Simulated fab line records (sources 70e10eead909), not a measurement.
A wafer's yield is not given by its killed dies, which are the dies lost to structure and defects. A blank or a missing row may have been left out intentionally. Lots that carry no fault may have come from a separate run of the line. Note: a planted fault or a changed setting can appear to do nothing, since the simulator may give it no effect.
Matching of chambers | flow nand-harc | NHARC_A_CONTACT_DEP_29 on pecvd-03 has 3 sister chambers
The step deposits SiON, target thk 70 nm. 6 wafers are shown with their chamber, then 9 later ones without.

WAFERS PAIRED WITH THEIR CHAMBERS
wafer  | chamber | heater-power-w (W) | rf-fwd-power-W (W)
L084.1 | 0       | 698                | 346.8
L085.2 | 0       | 694                | 347.1
L085.3 | 2       | 802                | 349.9
L086.1 | 1       | 687                | 348.1
L086.2 | 2       | 834                | 349.5
L086.6 | 1       | 686                | 348.3

WAFERS WHOSE CHAMBER IS MISSING
wafer  | heater-power-w (W) | rf-fwd-power-W (W)
L083.2 | 639                | 349.9
L083.3 | 668                | 348.1
L083.5 | 700                | 348.4
L091.2 | 771                | 348.2
L091.3 | 587                | 347.7
L091.5 | 935                | 348.0
L093.2 | 794                | 348.0
L093.4 | 786                | 348.7
L093.5 | 588                | 348.2

WHICH CHAMBER EACH WENT THROUGH
wafer  | from the rows above          | in truth
L083.2 | 1                            | 1
L083.3 | 1                            | 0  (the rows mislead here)
L083.5 | 1                            | 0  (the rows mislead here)
L091.2 | can't be placed: 1 or 2 or 0 | 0
L091.3 | can't be placed: 1 or 0      | 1
L091.5 | 2                            | 2
L093.2 | can't be placed: 2 or 1 or 0 | 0
L093.4 | 2                            | 2
L093.5 | 1                            | 1
Placed correctly: 4 of 9. Cannot be placed on the basis of these rows: 3; the candidates contain the true chamber in 3. 2 placed wrongly.
How it was worked out, from the rows above alone: a wafer's distance from a chamber is the root of the sum, over the readings, of the square of ((its reading less the chamber's mean) divided by the reading's scatter). If the next closest chamber is less than 2 further off than the closest, the wafer can't be placed; otherwise it belongs to the closest. A chamber's mean is the mean of its shown wafers. The scatter: take each reading less its chamber's mean, square it, sum over the shown wafers, divide by the number of wafers less the number of chambers, and take the root.
